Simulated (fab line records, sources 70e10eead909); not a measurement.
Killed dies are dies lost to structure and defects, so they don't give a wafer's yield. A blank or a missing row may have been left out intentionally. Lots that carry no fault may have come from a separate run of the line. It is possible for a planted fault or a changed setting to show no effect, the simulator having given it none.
fab line records | flow nand_harc | part 1 of 2: steps 1 to 27 of 33
record lots=5 | wafers=15 | last_day=32
route steps=1302 shown A_ONON_D1@437 A_CHANNEL_HOLE_D1@450
lots that met no fault: taken from a fault-free run of the same line
start_h: hours from the record's opening day to when the first of the lot's shown wafers began | wait_h: hours since the lot's step before | " repeats the value in the row above | L1.1+2: a single row standing in for several wafers | - no value, or no start was given | * or withheld: withheld | < > ~ a bound
route shown NAME@n: names a module that has steps shown in the file, with the first one's number in the route | usual: mean and standard deviation over wafers with no fault | same: alike in all rows | chamber/n: place in a boat | sites: each site's reading | _std_site: standard deviation of those values | _edge_site: inner sites' mean taken away from outer sites' mean | radius_mm: how far each site lies from the wafer's centre | mask NAME#n: copy n | behind: the most recent tool/chamber to have shaped the wafer | hold: why the lot went on hold/how many hours it stayed there/how the hold came to an end | device: the n, p or np transistor that did not switch | end of line: tests run on the same wafers once the route is complete | a step given without rows: its recipe and nothing more | killed: count of dies lost to structure and defects at first sort (not the wafer's yield) | map: shows each die of a wafer: x if killed, . if not, _ if none is there
set.NAME: the setting the step ran with; set.NAME@STEP: the setting that earlier step ran with | model.NAME: the simulator's own value behind a step, which no gauge read
lots seen at some steps along the route; tables by step, rows by wafer
services: the hour from which a tool's chamber was out of use, counted from the record's first day as start_h (under 0 if before that day), plus the number of hours and why
## steps
# step NHARC_A_ONON_D1_THK_MEAS_18
# recipe thk_meas_gauge=ellipsometry
# usual thk_nm=1000/9.3
lot.wafer | tool          | chamber | start_h | wait_h | thk_nm
L081.1    | film_metro-01 | -       | 243.52  | -      | 984
L081.2    | "             | -       | "       | "      | 981
L081.6    | "             | -       | "       | "      | 983
L083.4    | film_metro-02 | -       | 259.72  | -      | 1016
L083.5    | "             | -       | "       | "      | 1014
L083.6    | "             | -       | "       | "      | 1016
L087.1    | film_metro-01 | -       | 301.40  | -      | 999
L087.4    | "             | -       | "       | "      | 999
L087.5    | "             | -       | "       | "      | 1001
L089.1    | film_metro-01 | -       | 318.69  | -      | 1008
L089.2    | "             | -       | "       | "      | 1006
L089.6    | "             | -       | "       | "      | 1006
L095.1    | film_metro-01 | -       | 391.50  | -      | 981
L095.3    | "             | -       | "       | "      | 982
L095.6    | "             | -       | "       | "      | 981
# step NHARC_A_ONON_D1_DEP_19
# recipe target_thk_a=10000 | n2_flow_sccm=2750 | n2o_flow_sccm=2000 | nh3_flow_sccm=500 | sih4_flow_sccm=210 | temp_c=400
lot.wafer  | tool          | chamber | start_h | wait_h
L081.1+2+6 | pecvd_onon-02 | 0       | 243.58  | 0.1
L083.4+5+6 | pecvd_onon-02 | 0       | 259.95  | 0.2
L087.1+4+5 | pecvd_onon-04 | 0       | 301.46  | 0.1
L089.1+2+6 | pecvd_onon-02 | 0       | 318.75  | 0.1
L095.1+3+6 | pecvd_onon-02 | 0       | 391.56  | 0.1
# step NHARC_A_ONON_D1_THK_MEAS_21
# recipe thk_meas_gauge=ellipsometry
# usual thk_nm=996/8.6
lot.wafer | tool          | chamber | start_h | wait_h | thk_nm
L081.1    | film_metro-01 | -       | 244.09  | -      | 990
L081.2    | "             | -       | "       | "      | 989
L081.6    | "             | -       | "       | "      | 988
L083.4    | film_metro-01 | -       | 260.28  | -      | 993
L083.5    | "             | -       | "       | "      | 991
L083.6    | "             | -       | "       | "      | 993
L087.1    | film_metro-01 | -       | 301.97  | -      | 1000
L087.4    | "             | -       | "       | "      | 999
L087.5    | "             | -       | "       | "      | 1001
L089.1    | film_metro-02 | -       | 319.25  | -      | 1004
L089.2    | "             | -       | "       | "      | 1004
L089.6    | "             | -       | "       | "      | 1004
L095.1    | film_metro-02 | -       | 392.07  | -      | 1000
L095.3    | "             | -       | "       | "      | 1000
L095.6    | "             | -       | "       | "      | 1000
# step NHARC_A_ONON_D1_DEP_22
# recipe target_thk_a=10000 | n2_flow_sccm=2750 | n2o_flow_sccm=2000 | nh3_flow_sccm=500 | sih4_flow_sccm=210 | temp_c=400
lot.wafer  | tool          | chamber | start_h | wait_h
L081.1+2+6 | pecvd_onon-04 | 0       | 244.14  | 0.1
L083.4+5+6 | pecvd_onon-02 | 0       | 260.51  | 0.2
L087.1+4+5 | pecvd_onon-02 | 0       | 302.02  | 0.1
L089.1+2+6 | pecvd_onon-02 | 0       | 319.31  | 0.1
L095.1+3+6 | pecvd_onon-04 | 0       | 392.13  | 0.1
# step NHARC_A_ONON_D1_THK_MEAS_24
# recipe thk_meas_gauge=ellipsometry
# usual thk_nm=999/8.6
lot.wafer | tool          | chamber | start_h | wait_h | thk_nm
L081.1    | film_metro-01 | -       | 244.65  | -      | 997
L081.2    | "             | -       | "       | "      | 997
L081.6    | "             | -       | "       | "      | 997
L083.4    | film_metro-02 | -       | 260.85  | -      | 1002
L083.5    | "             | -       | "       | "      | 1001
L083.6    | "             | -       | "       | "      | 999
L087.1    | film_metro-01 | -       | 302.54  | -      | 992
L087.4    | "             | -       | "       | "      | 990
L087.5    | "             | -       | "       | "      | 993
L089.1    | film_metro-02 | -       | 319.83  | -      | 1006
L089.2    | "             | -       | "       | "      | 1006
L089.6    | "             | -       | "       | "      | 1004
L095.1    | film_metro-01 | -       | 392.64  | -      | 1004
L095.3    | "             | -       | "       | "      | 1004
L095.6    | "             | -       | "       | "      | 1004
# step NHARC_A_ONON_D1_DEP_25
# recipe target_thk_a=10000 | n2_flow_sccm=2750 | n2o_flow_sccm=2000 | nh3_flow_sccm=500 | sih4_flow_sccm=210 | temp_c=400
lot.wafer  | tool          | chamber | start_h | wait_h
L081.1+2+6 | pecvd_onon-03 | 0       | 244.71  | 0.1
L083.4+5+6 | pecvd_onon-03 | 0       | 261.07  | 0.2
L087.1+4+5 | pecvd_onon-03 | 0       | 302.59  | 0.1
L089.1+2+6 | pecvd_onon-02 | 0       | 319.88  | 0.1
L095.1+3+6 | pecvd_onon-03 | 0       | 392.70  | 0.1
# step NHARC_A_ONON_D1_THK_MEAS_27
# recipe thk_meas_gauge=ellipsometry
# usual thk_nm=999/9.8
lot.wafer | tool          | chamber | start_h | wait_h | thk_nm
L081.1    | film_metro-01 | -       | 245.22  | -      | 996
L081.2    | "             | -       | "       | "      | 993
L081.6    | "             | -       | "       | "      | 993
L083.4    | film_metro-02 | -       | 261.41  | -      | 970
L083.5    | "             | -       | "       | "      | 971
L083.6    | "             | -       | "       | "      | 968
L087.1    | film_metro-02 | -       | 303.10  | -      | 982
L087.4    | "             | -       | "       | "      | 980
L087.5    | "             | -       | "       | "      | 981
L089.1    | film_metro-01 | -       | 320.39  | -      | 1002
L089.2    | "             | -       | "       | "      | 1004
L089.6    | "             | -       | "       | "      | 1000
L095.1    | film_metro-01 | -       | 393.20  | -      | 1016
L095.3    | "             | -       | "       | "      | 1016
L095.6    | "             | -       | "       | "      | 1016
# step NHARC_A_ONON_D1_DEP_28
# recipe target_thk_a=10000 | n2_flow_sccm=2750 | n2o_flow_sccm=2000 | nh3_flow_sccm=500 | sih4_flow_sccm=210 | temp_c=400
lot.wafer  | tool          | chamber | start_h | wait_h
L081.1+2+6 | pecvd_onon-04 | 0       | 245.27  | 0.1
L083.4+5+6 | pecvd_onon-04 | 0       | 261.64  | 0.2
L087.1+4+5 | pecvd_onon-04 | 0       | 303.16  | 0.1
L089.1+2+6 | pecvd_onon-03 | 0       | 320.45  | 0.1
L095.1+3+6 | pecvd_onon-02 | 0       | 393.26  | 0.1
# step NHARC_A_ONON_D1_THK_MEAS_30
# recipe thk_meas_gauge=ellipsometry
# usual thk_nm=1001/9.9
lot.wafer | tool          | chamber | start_h | wait_h | thk_nm
L081.1    | film_metro-02 | -       | 245.78  | -      | 997
L081.2    | "             | -       | "       | "      | 997
L081.6    | "             | -       | "       | "      | 997
L083.4    | film_metro-02 | -       | 261.97  | -      | 1005
L083.5    | "             | -       | "       | "      | 1002
L083.6    | "             | -       | "       | "      | 1001
L087.1    | film_metro-01 | -       | 303.67  | -      | 1024
L087.4    | "             | -       | "       | "      | 1023
L087.5    | "             | -       | "       | "      | 1024
L089.1    | film_metro-01 | -       | 320.96  | -      | 1001
L089.2    | "             | -       | "       | "      | 1001
L089.6    | "             | -       | "       | "      | 1001
L095.1    | film_metro-01 | -       | 393.77  | -      | 1004
L095.3    | "             | -       | "       | "      | 1004
L095.6    | "             | -       | "       | "      | 1005
# step NHARC_A_ONON_D1_DEP_33
# recipe target_thk_a=2000 | temp_c=400 | pressure_torr=6.5 | rf_w=900 | teos_flow_sccm=161.4 | flow_sccm=2650 | target_thk_nm=200 | gas=O2 | material=SiO2
# usual chamber_pressure_Torr=6.499/0.014 | heater_power_w=630/120 | throttle_valve_pct=15.8/0.43
lot.wafer | tool     | chamber | start_h | wait_h | chamber_pressure_Torr | heater_power_w | throttle_valve_pct
L081.2    | pecvd-04 | 0       | 245.84  | 0.1    | 6.485                 | 505            | 15.5
L081.1    | "        | 2       | "       | "      | 6.486                 | 659            | 16.1
L081.6    | "        | 2       | "       | "      | 6.474                 | 700            | 15.6
L083.5    | pecvd-04 | 0       | 262.16  | 0.2    | 6.491                 | 524            | 15.6
L083.4    | "        | 1       | "       | "      | 6.512                 | 458            | 16.2
L083.6    | "        | 2       | "       | "      | 6.486                 | 733            | 15.8
L087.1    | pecvd-01 | 1       | 303.72  | 0.1    | 6.493                 | 850            | 16.0
L087.4    | "        | 1       | "       | "      | 6.500                 | 642            | 16.1
L087.5    | "        | 1       | "       | "      | 6.497                 | 674            | 16.1
L089.2    | pecvd-04 | 2       | 321.02  | 0.1    | 6.506                 | 840            | 15.9
L089.1    | "        | 1       | "       | "      | 6.499                 | 588            | 16.0
L089.6    | "        | 2       | "       | "      | 6.496                 | 830            | 15.9
L095.1    | pecvd-04 | 0       | 393.83  | 0.1    | 6.494                 | 533            | 14.9
L095.3    | "        | 1       | "       | "      | 6.464                 | 481            | 16.0
L095.6    | "        | 0       | "       | "      | 6.497                 | 544            | 14.7
# step NHARC_A_ONON_D1_THK_MEAS_34
# recipe thk_meas_gauge=ellipsometry
# usual thk_nm=200.8/2.9
lot.wafer | tool          | chamber | start_h | wait_h | thk_nm
L081.1    | film_metro-01 | -       | 246.25  | -      | 202.1
L081.2    | "             | -       | "       | "      | 199.9
L081.6    | "             | -       | "       | "      | 205.3
L083.4    | film_metro-02 | -       | 262.44  | -      | 203.3
L083.5    | "             | -       | "       | "      | 199.9
L083.6    | "             | -       | "       | "      | 203.4
L087.1    | film_metro-01 | -       | 304.68  | 0.8    | 201.2
L087.4    | "             | -       | "       | "      | 203.2
L087.5    | "             | -       | "       | "      | 203.5
L089.1    | film_metro-02 | -       | 321.43  | -      | 199.9
L089.2    | "             | -       | "       | "      | 200.1
L089.6    | "             | -       | "       | "      | 201.9
L095.1    | film_metro-02 | -       | 394.24  | -      | 195.6
L095.3    | "             | -       | "       | "      | 200.1
L095.6    | "             | -       | "       | "      | 200.4
# step NHARC_A_ONON_D1_INSPECT_32
# usual raw_defect_count=66/22
lot.wafer | tool              | chamber | start_h | wait_h | raw_defect_count
L081.1    | defect_inspect-01 | -       | 246.31  | 0.0    | 72
L081.2    | "                 | -       | "       | "      | 64
L081.6    | "                 | -       | "       | "      | 61
L083.4    | defect_inspect-02 | -       | 262.53  | 0.0    | 67
L083.5    | "                 | -       | "       | "      | 34
L083.6    | "                 | -       | "       | "      | 54
L087.1    | defect_inspect-02 | -       | 304.77  | 0.0    | 41
L087.4    | "                 | -       | "       | "      | 67
L087.5    | "                 | -       | "       | "      | 54
L089.1    | defect_inspect-01 | -       | 321.52  | 0.0    | 68
L089.2    | "                 | -       | "       | "      | 43
L089.6    | "                 | -       | "       | "      | 47
L095.1    | defect_inspect-01 | -       | 394.31  | 0.1    | 49
L095.3    | "                 | -       | "       | "      | 85
L095.6    | "                 | -       | "       | "      | 94
# step NHARC_A_CHANNEL_HOLE_D1_DEP_00
# recipe target_thk_a=31000 | temp_c=400 | material=aC
# usual throttle_valve_pct=35.001/0.0093
lot.wafer | tool       | chamber | start_h | wait_h | throttle_valve_pct
L081.1    | acl_dep-03 | 0       | 247.46  | 1.1    | 34.998
L081.2    | "          | 0       | "       | "      | 35.011
L081.6    | "          | 0       | 249.05  | 2.7    | 34.990
L083.4    | acl_dep-03 | 0       | 263.53  | 1.0    | 35.005
L083.5    | "          | 0       | "       | "      | 35.009
L083.6    | "          | 0       | "       | "      | 34.996
L087.1    | acl_dep-01 | 0       | 307.50  | 2.7    | 35.006
L087.4    | "          | 0       | "       | "      | 34.989
L087.5    | "          | 0       | "       | "      | 34.997
L089.1    | acl_dep-03 | 0       | 322.74  | 1.2    | 34.998
L089.2    | "          | 0       | "       | "      | 35.017
L089.6    | "          | 0       | 324.30  | 2.8    | 34.996
L095.1    | acl_dep-03 | 0       | 396.12  | 1.8    | 34.982
L095.3    | "          | 0       | "       | "      | 35.021
L095.6    | "          | 0       | "       | "      | 34.998
# step NHARC_A_CHANNEL_HOLE_D1_DEP_01
# recipe target_thk_a=1400 | target_thk_nm=140 | temp_c=400 | pressure_torr=3.5 | flow_sccm=200 | rf_w=350 | material=SiON
# usual chamber_pressure_Torr=3.501/0.0086 | heater_power_w=791/110
lot.wafer | tool     | chamber | start_h | wait_h | chamber_pressure_Torr | heater_power_w
L081.1    | pecvd-03 | 0       | 249.42  | 1.6    | 3.493                 | 813
L081.2    | "        | 1       | "       | "      | 3.511                 | 711
L081.6    | "        | 0       | "       | "      | 3.493                 | 797
L083.5    | pecvd-03 | 1       | 264.57  | 0.4    | 3.503                 | 757
L083.6    | "        | 2       | "       | "      | 3.508                 | 619
L083.4    | "        | 0       | "       | "      | 3.508                 | 771
L087.1    | pecvd-02 | 1       | 309.49  | 1.7    | 3.508                 | 731
L087.4    | "        | 2       | "       | "      | 3.490                 | 732
L087.5    | "        | 1       | "       | "      | 3.504                 | 753
L089.2    | pecvd-03 | 0       | 324.64  | 1.3    | 3.508                 | 755
L089.1    | "        | 2       | "       | "      | 3.498                 | 688
L089.6    | "        | 0       | "       | "      | 3.499                 | 759
L095.1    | pecvd-02 | 2       | 398.08  | 1.6    | 3.493                 | 776
L095.3    | "        | 0       | "       | "      | 3.502                 | 853
L095.6    | "        | 2       | "       | "      | 3.503                 | 815
# step NHARC_A_CHANNEL_HOLE_D1_DEHYDRATE_02
# recipe temp_c=150 | time_s=120
# usual resist_line_temp_C=23.01/0.12
lot.wafer | tool           | chamber | start_h | wait_h | resist_line_temp_C
L081.1    | litho_track-04 | 0       | 249.66  | 0.2    | 23.11
L081.2    | "              | 0       | "       | "      | 22.98
L081.6    | "              | 0       | "       | "      | 23.01
L083.4    | litho_track-06 | 0       | 264.76  | 0.1    | 22.96
L083.5    | "              | 0       | "       | "      | 22.96
L083.6    | "              | 0       | "       | "      | 23.05
L087.1    | litho_track-01 | 0       | 309.70  | 0.2    | 23.18
L087.4    | "              | 0       | "       | "      | 23.22
L087.5    | "              | 0       | "       | "      | 23.05
L089.1    | litho_track-01 | 0       | 324.91  | 0.2    | 23.02
L089.2    | "              | 0       | "       | "      | 23.07
L089.6    | "              | 0       | "       | "      | 22.95
L095.1    | litho_track-04 | 0       | 398.43  | 0.3    | 22.93
L095.3    | "              | 0       | "       | "      | 22.94
L095.6    | "              | 0       | "       | "      | 22.77
# step NHARC_A_CHANNEL_HOLE_D1_HMDS_03
# recipe time_s=30
# usual resist_line_temp_C=22.99/0.1
lot.wafer | tool           | chamber | start_h | wait_h | resist_line_temp_C
L081.1    | litho_track-04 | 0       | -       | -      | 23.05
L081.2    | "              | 0       | "       | "      | 22.96
L081.6    | "              | 0       | "       | "      | 22.98
L083.4    | litho_track-06 | 0       | -       | -      | 22.93
L083.5    | "              | 0       | "       | "      | 23.05
L083.6    | "              | 0       | "       | "      | 23.04
L087.1    | litho_track-01 | 0       | -       | -      | 23.02
L087.4    | "              | 0       | "       | "      | 23.00
L087.5    | "              | 0       | "       | "      | 22.98
L089.1    | litho_track-01 | 0       | -       | -      | 23.00
L089.2    | "              | 0       | "       | "      | 23.06
L089.6    | "              | 0       | "       | "      | 22.94
L095.1    | litho_track-04 | 0       | -       | -      | 23.13
L095.3    | "              | 0       | "       | "      | 23.22
L095.6    | "              | 0       | "       | "      | 23.07
# step NHARC_A_CHANNEL_HOLE_D1_COAT_36
# recipe temp_c=260 | time_s=75
# usual resist_line_temp_C=23.00/0.096
lot.wafer | tool           | chamber | start_h | wait_h | resist_line_temp_C
L081.1    | litho_track-04 | 0       | -       | -      | 23.16
L081.2    | "              | 0       | "       | "      | 23.05
L081.6    | "              | 0       | "       | "      | 23.10
L083.4    | litho_track-06 | 0       | -       | -      | 23.02
L083.5    | "              | 0       | "       | "      | 22.97
L083.6    | "              | 0       | "       | "      | 23.09
L087.1    | litho_track-01 | 0       | -       | -      | 22.87
L087.4    | "              | 0       | "       | "      | 23.00
L087.5    | "              | 0       | "       | "      | 23.01
L089.1    | litho_track-01 | 0       | -       | -      | 23.05
L089.2    | "              | 0       | "       | "      | 22.93
L089.6    | "              | 0       | "       | "      | 22.96
L095.1    | litho_track-04 | 0       | -       | -      | 22.92
L095.3    | "              | 0       | "       | "      | 22.99
L095.6    | "              | 0       | "       | "      | 23.01
# step NHARC_A_CHANNEL_HOLE_D1_COAT_37
# recipe temp_c=225 | time_s=65
# usual resist_line_temp_C=23.02/0.09
lot.wafer | tool           | chamber | start_h | wait_h | resist_line_temp_C
L081.1    | litho_track-04 | 0       | -       | -      | 22.96
L081.2    | "              | 0       | "       | "      | 23.04
L081.6    | "              | 0       | "       | "      | 23.08
L083.4    | litho_track-06 | 0       | -       | -      | 22.95
L083.5    | "              | 0       | "       | "      | 22.96
L083.6    | "              | 0       | "       | "      | 22.98
L087.1    | litho_track-01 | 0       | -       | -      | 23.02
L087.4    | "              | 0       | "       | "      | 23.10
L087.5    | "              | 0       | "       | "      | 23.08
L089.1    | litho_track-01 | 0       | -       | -      | 23.09
L089.2    | "              | 0       | "       | "      | 23.12
L089.6    | "              | 0       | "       | "      | 23.06
L095.1    | litho_track-04 | 0       | -       | -      | 22.88
L095.3    | "              | 0       | "       | "      | 23.04
L095.6    | "              | 0       | "       | "      | 23.13
# step NHARC_A_CHANNEL_HOLE_D1_COAT_04
# recipe spin_rpm=1500 | resist_thk_nm=90
# usual resist_line_temp_C=22.99/0.11
lot.wafer | tool           | chamber | start_h | wait_h | resist_line_temp_C
L081.1    | litho_track-04 | 0       | -       | -      | 23.05
L081.2    | "              | 0       | "       | "      | 23.08
L081.6    | "              | 0       | "       | "      | 22.99
L083.4    | litho_track-06 | 0       | -       | -      | 23.14
L083.5    | "              | 0       | "       | "      | 22.93
L083.6    | "              | 0       | "       | "      | 22.85
L087.1    | litho_track-01 | 0       | -       | -      | 22.90
L087.4    | "              | 0       | "       | "      | 22.95
L087.5    | "              | 0       | "       | "      | 22.87
L089.1    | litho_track-01 | 0       | -       | -      | 22.80
L089.2    | "              | 0       | "       | "      | 22.66
L089.6    | "              | 0       | "       | "      | 22.99
L095.1    | litho_track-04 | 0       | -       | -      | 23.12
L095.3    | "              | 0       | "       | "      | 22.95
L095.6    | "              | 0       | "       | "      | 22.71
# step NHARC_A_CHANNEL_HOLE_D1_SOFTBAKE_05
# recipe temp_c=105 | time_s=55
# usual resist_line_temp_C=23.02/0.087
lot.wafer | tool           | chamber | start_h | wait_h | resist_line_temp_C
L081.1    | litho_track-04 | 0       | -       | -      | 22.96
L081.2    | "              | 0       | "       | "      | 22.99
L081.6    | "              | 0       | "       | "      | 23.02
L083.4    | litho_track-06 | 0       | -       | -      | 23.05
L083.5    | "              | 0       | "       | "      | 22.88
L083.6    | "              | 0       | "       | "      | 22.99
L087.1    | litho_track-01 | 0       | -       | -      | 22.89
L087.4    | "              | 0       | "       | "      | 22.98
L087.5    | "              | 0       | "       | "      | 23.08
L089.1    | litho_track-01 | 0       | -       | -      | 23.03
L089.2    | "              | 0       | "       | "      | 22.88
L089.6    | "              | 0       | "       | "      | 22.91
L095.1    | litho_track-04 | 0       | -       | -      | 23.03
L095.3    | "              | 0       | "       | "      | 23.15
L095.6    | "              | 0       | "       | "      | 23.03
# step NHARC_A_CHANNEL_HOLE_D1_EBR_06
# usual resist_line_temp_C=23.00/0.11
lot.wafer | tool           | chamber | start_h | wait_h | resist_line_temp_C
L081.1    | litho_track-04 | 0       | -       | -      | 22.82
L081.2    | "              | 0       | "       | "      | 22.96
L081.6    | "              | 0       | "       | "      | 22.88
L083.4    | litho_track-06 | 0       | -       | -      | 22.89
L083.5    | "              | 0       | "       | "      | 23.08
L083.6    | "              | 0       | "       | "      | 22.89
L087.1    | litho_track-01 | 0       | -       | -      | 22.86
L087.4    | "              | 0       | "       | "      | 22.91
L087.5    | "              | 0       | "       | "      | 22.87
L089.1    | litho_track-01 | 0       | -       | -      | 23.10
L089.2    | "              | 0       | "       | "      | 23.22
L089.6    | "              | 0       | "       | "      | 23.14
L095.1    | litho_track-04 | 0       | -       | -      | 22.97
L095.3    | "              | 0       | "       | "      | 22.95
L095.6    | "              | 0       | "       | "      | 22.97
# step NHARC_A_CHANNEL_HOLE_D1_EXPOSE_07
# recipe na=1.35 | target_cd_nm=100 | sigma_outer=0.3 | dose_mj=59.65 | mask_id=HOLE_D1
lot.wafer  | tool            | chamber | start_h | wait_h | mask
L081.1+2+6 | arfi_scanner-01 | 0       | 249.97  | -      | HOLE_D1#0
L083.4+5+6 | arfi_scanner-03 | 0       | 265.08  | -      | HOLE_D1#0
L087.1+4+5 | arfi_scanner-02 | 0       | 310.01  | -      | HOLE_D1#0
L089.1+2+6 | arfi_scanner-01 | 0       | 325.21  | -      | HOLE_D1#0
L095.1+3+6 | arfi_scanner-02 | 0       | 398.62  | -      | HOLE_D1#0
# step NHARC_A_CHANNEL_HOLE_D1_PEB_08
# recipe peb_temp_c=100 | peb_time_s=65
# usual resist_line_temp_C=22.98/0.1
lot.wafer | tool           | chamber | start_h | wait_h | resist_line_temp_C
L081.1    | litho_track-01 | 0       | 250.04  | 0.1    | 23.12
L081.2    | "              | 0       | "       | "      | 22.95
L081.6    | "              | 0       | "       | "      | 23.04
L083.4    | litho_track-04 | 0       | 265.13  | 0.0    | 22.97
L083.5    | "              | 0       | "       | "      | 23.02
L083.6    | "              | 0       | "       | "      | 22.91
L087.1    | litho_track-04 | 0       | 310.08  | 0.1    | 22.97
L087.4    | "              | 0       | "       | "      | 22.88
L087.5    | "              | 0       | "       | "      | 22.87
L089.1    | litho_track-04 | 0       | 325.27  | 0.1    | 23.20
L089.2    | "              | 0       | "       | "      | 22.95
L089.6    | "              | 0       | "       | "      | 23.06
L095.1    | litho_track-01 | 0       | 398.68  | 0.1    | 22.80
L095.3    | "              | 0       | "       | "      | 22.96
L095.6    | "              | 0       | "       | "      | 22.96
# step NHARC_A_CHANNEL_HOLE_D1_DEVELOP_09
# recipe develop_time_s=35 | dev_temp_c=23
# usual developer_temp_C=23.02/0.12 | resist_line_temp_C=23.02/0.1
lot.wafer | tool           | chamber | start_h | wait_h | developer_temp_C | resist_line_temp_C
L081.1    | litho_track-01 | 0       | -       | -      | 23.09            | 23.00
L081.2    | "              | 0       | "       | "      | 22.96            | 23.07
L081.6    | "              | 0       | "       | "      | 22.91            | 23.00
L083.4    | litho_track-04 | 0       | -       | -      | 23.02            | 23.02
L083.5    | "              | 0       | "       | "      | 22.81            | 22.88
L083.6    | "              | 0       | "       | "      | 23.04            | 22.98
L087.1    | litho_track-04 | 0       | -       | -      | 23.22            | 23.08
L087.4    | "              | 0       | "       | "      | 23.16            | 22.85
L087.5    | "              | 0       | "       | "      | 23.11            | 22.90
L089.1    | litho_track-04 | 0       | -       | -      | 22.76            | 23.10
L089.2    | "              | 0       | "       | "      | 22.97            | 23.15
L089.6    | "              | 0       | "       | "      | 22.90            | 23.24
L095.1    | litho_track-01 | 0       | -       | -      | 23.11            | 23.17
L095.3    | "              | 0       | "       | "      | 23.02            | 22.99
L095.6    | "              | 0       | "       | "      | 23.03            | 23.12
# step NHARC_A_CHANNEL_HOLE_D1_CD_MEAS_10
# recipe target_cd_nm=100 | landing_energy_ev=500
# usual cd_nm=99.9/0.56
lot.wafer | tool      | chamber | start_h | wait_h | cd_nm
L081.1    | cd_sem-01 | 0       | 250.12  | -      | 99.7
L081.2    | "         | 0       | "       | "      | 100.1
L081.6    | "         | 0       | "       | "      | 100.4
L083.4    | cd_sem-03 | 0       | 265.22  | -      | 99.7
L083.5    | "         | 0       | "       | "      | 99.5
L083.6    | "         | 0       | "       | "      | 99.6
L087.1    | cd_sem-01 | 0       | 310.16  | -      | 99.6
L087.4    | "         | 0       | "       | "      | 99.5
L087.5    | "         | 0       | "       | "      | 99.6
L089.1    | cd_sem-03 | 0       | 325.35  | -      | 100.3
L089.2    | "         | 0       | "       | "      | 99.7
L089.6    | "         | 0       | "       | "      | 98.6
L095.1    | cd_sem-01 | 0       | 398.76  | -      | 99.6
L095.3    | "         | 0       | "       | "      | 99.7
L095.6    | "         | 0       | "       | "      | 99.3
# step NHARC_A_CHANNEL_HOLE_D1_OVL_MEAS_11
# usual overlay_x_nm=0.0/0.76 | overlay_y_nm=0.0/0.81
lot.wafer | tool       | chamber | start_h | wait_h | overlay_x_nm | overlay_y_nm
L081.1    | overlay-01 | -       | 250.20  | -      | -0.2         | 0.2
L081.2    | "          | -       | "       | "      | 0.3          | -0.1
L081.6    | "          | -       | "       | "      | -0.4         | 0.0
L083.4    | overlay-01 | -       | 265.30  | -      | -0.2         | -0.3
L083.5    | "          | -       | "       | "      | 0.4          | -0.2
L083.6    | "          | -       | "       | "      | 0.7          | -0.1
L087.1    | overlay-02 | -       | 310.24  | -      | -0.4         | 0.8
L087.4    | "          | -       | "       | "      | -0.4         | 1.1
L087.5    | "          | -       | "       | "      | -0.3         | 0.3
L089.1    | overlay-01 | -       | 325.44  | -      | -0.9         | 0.4
L089.2    | "          | -       | "       | "      | -0.6         | 0.0
L089.6    | "          | -       | "       | "      | -0.9         | 0.5
L095.1    | overlay-01 | -       | 398.85  | -      | 0.6          | 0.5
L095.3    | "          | -       | "       | "      | 0.6          | 0.5
L095.6    | "          | -       | "       | "      | 1.2          | 0.0
# step NHARC_A_CHANNEL_HOLE_D1_INSPECT_12
# usual raw_defect_count=5.5/2.6
lot.wafer | tool              | chamber | start_h | wait_h | raw_defect_count
L081.1    | defect_inspect-02 | -       | 250.24  | 0.0    | 9
L081.2    | "                 | -       | "       | "      | 7
L081.6    | "                 | -       | "       | "      | 1
L083.4    | defect_inspect-01 | -       | 265.33  | 0.0    | 3
L083.5    | "                 | -       | "       | "      | 0
L083.6    | "                 | -       | "       | "      | 6
L087.1    | defect_inspect-02 | -       | 310.28  | 0.0    | 2
L087.4    | "                 | -       | "       | "      | 7
L087.5    | "                 | -       | "       | "      | 4
L089.1    | defect_inspect-01 | -       | 325.48  | 0.0    | 6
L089.2    | "                 | -       | "       | "      | 3
L089.6    | "                 | -       | "       | "      | 4
L095.1    | defect_inspect-01 | -       | 398.88  | 0.0    | 6
L095.3    | "                 | -       | "       | "      | 4
L095.6    | "                 | -       | "       | "      | 9
